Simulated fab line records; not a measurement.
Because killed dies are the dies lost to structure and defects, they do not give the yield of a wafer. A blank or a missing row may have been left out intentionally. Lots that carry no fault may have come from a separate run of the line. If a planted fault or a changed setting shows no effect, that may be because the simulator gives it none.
Chamber matching / flow n5 finfet / N5_HKMG_FIN_ALD_21 on ald metal-02 has 4 sister chambers
The step deposits TiN, target thk 1.5 nm, pulse time 1 s, purge time 3 s. 18 wafers are shown with their chamber, then 9 later ones without.

## WAFERS PAIRED WITH THEIR CHAMBERS
wafer=L076.3; chamber=0; heater power w (W)=959; precursor pulse height rel=1.029
wafer=L076.4; chamber=1; heater power w (W)=929; precursor pulse height rel=1.030
wafer=L076.6; chamber=1; heater power w (W)=969; precursor pulse height rel=1.033
wafer=L077.1; chamber=1; heater power w (W)=935; precursor pulse height rel=0.986
wafer=L077.2; chamber=3; heater power w (W)=702; precursor pulse height rel=0.949
wafer=L077.3; chamber=2; heater power w (W)=873; precursor pulse height rel=1.012
wafer=L083.1; chamber=3; heater power w (W)=702; precursor pulse height rel=0.999
wafer=L083.4; chamber=0; heater power w (W)=968; precursor pulse height rel=0.983
wafer=L083.5; chamber=3; heater power w (W)=698; precursor pulse height rel=1.020
wafer=L086.2; chamber=2; heater power w (W)=866; precursor pulse height rel=1.027
wafer=L086.3; chamber=1; heater power w (W)=946; precursor pulse height rel=1.021
wafer=L086.6; chamber=1; heater power w (W)=944; precursor pulse height rel=0.989
wafer=L090.1; chamber=0; heater power w (W)=970; precursor pulse height rel=0.985
wafer=L090.4; chamber=2; heater power w (W)=863; precursor pulse height rel=1.022
wafer=L090.5; chamber=0; heater power w (W)=952; precursor pulse height rel=0.980
wafer=L093.2; chamber=1; heater power w (W)=947; precursor pulse height rel=1.028
wafer=L093.5; chamber=2; heater power w (W)=889; precursor pulse height rel=1.011
wafer=L093.6; chamber=3; heater power w (W)=681; precursor pulse height rel=0.973

SIGNATURES, as means of the wafers listed above
reading=heater power w; chamber 0=962.25; chamber 1=945.00; chamber 2=872.75; chamber 3=695.75; scatter within a chamber=11.5
reading=precursor pulse height rel; chamber 0=0.99425; chamber 1=1.01450; chamber 2=1.01800; chamber 3=0.98525; scatter within a chamber=0.0223
Rule: distance of a wafer from a chamber = root of the sum over the readings of ((wafer's reading minus chamber's mean) / reading's scatter) squared. If the next closest chamber is less than 2 further off than the closest, the wafer can't be placed; otherwise it belongs to the closest. The scatter: take each reading less its chamber's mean, square it, sum over the shown wafers, divide by the number of wafers less the number of chambers, and take the root.

## WAFERS WHOSE CHAMBER IS MISSING
wafer=L094.2; heater power w (W)=966; precursor pulse height rel=0.981
wafer=L094.3; heater power w (W)=887; precursor pulse height rel=1.014
wafer=L094.4; heater power w (W)=959; precursor pulse height rel=1.003
wafer=L095.3; heater power w (W)=961; precursor pulse height rel=1.003
wafer=L095.5; heater power w (W)=715; precursor pulse height rel=0.995
wafer=L095.6; heater power w (W)=986; precursor pulse height rel=1.002
wafer=L096.3; heater power w (W)=948; precursor pulse height rel=1.023
wafer=L096.4; heater power w (W)=889; precursor pulse height rel=1.001
wafer=L096.5; heater power w (W)=957; precursor pulse height rel=1.013

## WHICH CHAMBER EACH ONE RAN IN
wafer=L094.2; from the rows above=can't be placed: 0 or 1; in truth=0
wafer=L094.3; from the rows above=2; in truth=2
wafer=L094.4; from the rows above=can't be placed: 0 or 1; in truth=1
wafer=L095.3; from the rows above=can't be placed: 0 or 1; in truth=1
wafer=L095.5; from the rows above=3; in truth=3
wafer=L095.6; from the rows above=can't be placed: 0 or 1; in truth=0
wafer=L096.3; from the rows above=can't be placed: 1 or 0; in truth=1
wafer=L096.4; from the rows above=2; in truth=2
wafer=L096.5; from the rows above=can't be placed: 0 or 1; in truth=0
Placed correctly: 3 of 9. Unplaceable from these rows: 6, with the true chamber sitting among the candidates in 6. Wrongly placed: 0.
